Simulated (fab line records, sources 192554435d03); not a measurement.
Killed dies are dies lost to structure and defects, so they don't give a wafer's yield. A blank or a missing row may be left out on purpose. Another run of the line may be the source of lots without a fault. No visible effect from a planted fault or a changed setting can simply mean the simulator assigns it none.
What tool caused it? -- flow n5 finfet -- 10 lots with 26 wafers sampled at 2 steps, on a route of 1938 steps

WHAT THE GAUGES SHOWED, per wafer
N5_BEOL_M4_OVL_MEAS_29.
lot,measured,on,V3_OVL (nm)
L117,day 8 01:09,overlay-01,0.5 -0.3 -0.1
L118,day 8 22:09,overlay-02,1.5 -0.3 0.3
L120,day 9 08:25,overlay-01,0.4 0.3
L121,day 9 11:16,overlay-02,0.2 0.4
L126,day 10 17:53,overlay-01,1.2 1.2
L134,day 13 06:08,overlay-02,-0.5 0.2 -0.5
L133,day 13 10:20,overlay-02,-0.6 0.0 -0.2
L136,day 13 20:52,overlay-01,0.8 0.1
L135,day 14 02:03,overlay-02,-0.8 -0.6 -0.2
L137,day 14 11:59,overlay-01,-0.1 0.3 0.3

WHICH TOOL RAN EACH LOT (tool, then ch and the chambers of the sampled wafers, then the start)
lot,N5_BEOL_M4_STRIP_66
L117,"rie diel-05 ch 1,2,3, day 8 00:27"
L118,"rie diel-01 ch 0,1, day 8 21:34"
L120,"rie diel-01 ch 1,2, day 9 07:50"
L121,"rie diel-04 ch 1,3, day 9 10:41"
L126,"rie diel-04 ch 0,1, day 10 17:04"
L134,"rie diel-05 ch 2,3, day 13 05:33"
L133,"rie diel-01 ch 0,1,2, day 13 09:45"
L136,"rie diel-01 ch 0,3, day 13 20:16"
L135,"rie diel-01 ch 0,3, day 14 01:29"
L137,"rie diel-05 ch 0,1, day 14 11:22"
- N5_BEOL_M4_STRIP_66: strips in CF4.

THE ANSWER, worked out from the rows above alone
Rule: the usual values come from the lots themselves. The widest of any qualifying gaps counts: lots, ordered by their means at a reading, are off when they make up no more than a third of the lots, leave a main group of 4 or more, and stand apart from it by 3 or more times the standard deviation of that group's means. A main group whose means are all the same, to the digits that the tables above print for the reading, isn't used. A lot without any number at a reading at which 4 lots or more have one is off too. Where the step has rows for the other lots, those lots are counted as sound.
Across all readings shown, no lot is off: no conclusion can be drawn from this.

WHAT THE SIMULATOR HAD PUT IN
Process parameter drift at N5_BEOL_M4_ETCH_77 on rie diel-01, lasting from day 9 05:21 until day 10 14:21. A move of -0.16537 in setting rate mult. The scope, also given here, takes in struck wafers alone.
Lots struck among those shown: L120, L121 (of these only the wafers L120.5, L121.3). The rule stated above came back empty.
